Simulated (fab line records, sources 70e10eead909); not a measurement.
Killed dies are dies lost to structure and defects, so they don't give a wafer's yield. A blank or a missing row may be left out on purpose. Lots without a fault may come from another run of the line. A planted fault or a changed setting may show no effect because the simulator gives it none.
Chamber matching | flow nand_harc | NHARC_A_BONDPAD_DESCUM_11 on rie_diel-05: 4 sister chambers
The step chemistry O2, time 3 s. 16 wafers are shown with their chamber, then 8 later ones without.

WAFERS WITH THEIR CHAMBER
wafer  | chamber | oes_product_au (a.u.) | o2_flow_sccm (sccm) | rf_vpp_V (V)
L236.1 | 0       | 0.997                 | 200.9               | 58.6
L236.5 | 3       | 1.000                 | 199.5               | 57.7
L236.6 | 2       | 1.008                 | 200.0               | 56.1
L235.2 | 3       | 1.008                 | 199.0               | 58.3
L235.4 | 0       | 1.003                 | 199.6               | 56.7
L235.6 | 3       | 1.009                 | 199.1               | 56.8
L241.1 | 1       | 1.007                 | 199.6               | 58.0
L241.2 | 2       | 1.010                 | 200.2               | 57.0
L241.4 | 3       | 1.000                 | 200.1               | 58.4
L247.2 | 2       | 1.008                 | 200.1               | 57.3
L247.4 | 1       | 0.995                 | 199.9               | 57.5
L247.6 | 0       | 0.991                 | 199.9               | 58.5
L244.2 | 0       | 1.006                 | 199.6               | 59.4
L244.3 | 3       | 0.996                 | 199.2               | 58.2
L244.4 | 2       | 1.006                 | 199.4               | 58.1
L253.2 | 3       | 0.993                 | 199.4               | 56.1

SIGNATURES (means of the wafers above)
reading        | chamber 0 | chamber 1 | chamber 2 | chamber 3 | scatter within a chamber
oes_product_au | 0.99925   | 1.00100   | 1.00800   | 1.00100   | 0.00589
o2_flow_sccm   | 200.000   | 199.750   | 199.925   | 199.383   | 0.444
rf_vpp_V       | 58.300    | 57.750    | 57.125    | 57.583    | 0.934
Rule: a wafer's distance from a chamber is the root of the sum, over the readings, of the square of ((its reading less the chamber's mean) divided by the reading's scatter). The wafer belongs to the nearest chamber; if the next one is less than 2 further off, it can't be placed. The scatter: the root of (the sum of the squares of (reading less its chamber's mean) over the shown wafers, divided by (wafers less chambers)).

WAFERS WITHOUT THEIR CHAMBER
wafer  | oes_product_au (a.u.) | o2_flow_sccm (sccm) | rf_vpp_V (V)
L253.3 | 1.001                 | 199.9               | 57.9
L253.4 | 0.994                 | 200.4               | 56.7
L256.1 | 1.005                 | 199.8               | 56.9
L256.4 | 0.991                 | 200.3               | 57.7
L256.6 | 0.992                 | 200.6               | 57.4
L257.1 | 1.001                 | 201.2               | 58.8
L257.5 | 0.999                 | 199.8               | 57.6
L257.6 | 1.011                 | 200.7               | 56.9

WHICH CHAMBER EACH WENT THROUGH
wafer  | from the rows above               | in truth
L253.3 | can't be placed: 1 or 0 or 3 or 2 | 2
L253.4 | can't be placed: 0 or 1 or 2 or 3 | 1
L256.1 | can't be placed: 2 or 1 or 3 or 0 | 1
L256.4 | can't be placed: 0 or 1 or 3 or 2 | 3
L256.6 | can't be placed: 0 or 1 or 2 or 3 | 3
L257.1 | can't be placed: 0 or 1 or 2 or 3 | 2
L257.5 | can't be placed: 1 or 0 or 3 or 2 | 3
L257.6 | can't be placed: 2 or 1 or 0 or 3 | 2
Placed correctly: 0 of 8. Can't be placed from these rows: 8 (the true chamber is among the candidates in 8). Placed wrongly: 0.
